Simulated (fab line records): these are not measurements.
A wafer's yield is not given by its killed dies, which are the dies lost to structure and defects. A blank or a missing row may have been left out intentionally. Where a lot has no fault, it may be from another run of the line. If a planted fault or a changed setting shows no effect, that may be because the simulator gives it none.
The tool behind it: which one? -- flow nand_harc -- 6 lots, 17 wafers sampled, at 5 steps of a route of 1159

WHAT THE GAUGES SHOWED, per wafer
NHARC_END_SORT_01.
lot,measured,on,killed_at_other
L311,day 20 02:20,prober-01,1 0 0
L315,day 21 00:01,prober-01,0 0 0
L316,day 20 16:35,prober-02,0 2 0
L323,day 22 03:23,prober-02,0 0

EACH LOT AND THE TOOL THAT RAN IT (in order: tool; ch and the chambers of the sampled wafers; start)
lot,NHARC_A_WL_FILL_RTA_01,NHARC_A_WL_FILL_ETCHBACK_04,NHARC_A_WL_FILL_ETCHBACK_16,NHARC_A_WL_FILL_ETCHBACK_17
L311,"rtp_anneal-02 ch 0, day 14 17:41","rie_metal-03 ch 1, day 14 22:48","rie_diel-01 ch 0,1,2, day 15 09:38 or earlier","rie_metal-01 ch 0,1, day 15 09:38"
L315,"rtp_anneal-01 ch 0, day 16 01:21","rie_metal-03 ch 0,1, day 16 05:20","rie_diel-01 ch 0,1, day 16 18:53 or earlier","rie_metal-01 ch 0,1, day 16 18:53"
L316,"rtp_anneal-01 ch 0, day 16 01:42","rie_metal-03 ch 0,1, day 16 08:10","rie_diel-08 ch 1,2,3, day 16 18:51 or earlier","rie_metal-03 ch 0,1, day 16 18:51"
L323,"rtp_anneal-01 ch 0, day 17 15:52","rie_metal-01 ch 0,1, day 17 22:19","rie_diel-08 ch 1,2, day 18 09:48 or earlier","rie_metal-02 ch 0,1, day 18 09:48"
L326,"rtp_anneal-02 ch 0, day 19 01:37","rie_metal-02 ch 0,1, day 19 05:29","rie_diel-03 ch 1,2, day 19 17:43 or earlier","rie_metal-03 ch 0,1, day 19 17:43"
L333,"rtp_anneal-02 ch 0, day 20 08:03","rie_metal-02 ch 0,1, day 20 12:05","rie_diel-03 ch 0,2,3, day 20 22:28 or earlier","rie_metal-01 ch 0,1, day 20 22:28"
- NHARC_A_WL_FILL_RTA_01: time 5 s.
- NHARC_A_WL_FILL_ETCHBACK_04: etches the open film in NF3, target depth 60 nm, time 120 s.
- NHARC_A_WL_FILL_ETCHBACK_16: etches the open film in C4F8/O2/Ar, target depth 88 nm, time 17.6 s.
- NHARC_A_WL_FILL_ETCHBACK_17: etches the open film in Cl2/BCl3, target depth 4 nm, time 26.7 s.

THE ANSWER, worked out from the rows above alone
Rule: the usual values come from the lots themselves. Put in order of their means at a reading, lots are off if they are a third of the lots or fewer, leave a main group of 4 or more, and stand apart from it by a gap of 3 or more times the standard deviation of the main group's means; of several such gaps the widest counts. A main group is skipped when, at the precision printed for the reading in the tables above, its means are all equal. Also off: a lot with no number at a reading for which 4 or more lots have one. All remaining lots with rows at the step are treated as sound.
No lot is off at any reading shown: from this, nothing can be told.

WHAT HAD BEEN PUT IN BY THE SIMULATOR
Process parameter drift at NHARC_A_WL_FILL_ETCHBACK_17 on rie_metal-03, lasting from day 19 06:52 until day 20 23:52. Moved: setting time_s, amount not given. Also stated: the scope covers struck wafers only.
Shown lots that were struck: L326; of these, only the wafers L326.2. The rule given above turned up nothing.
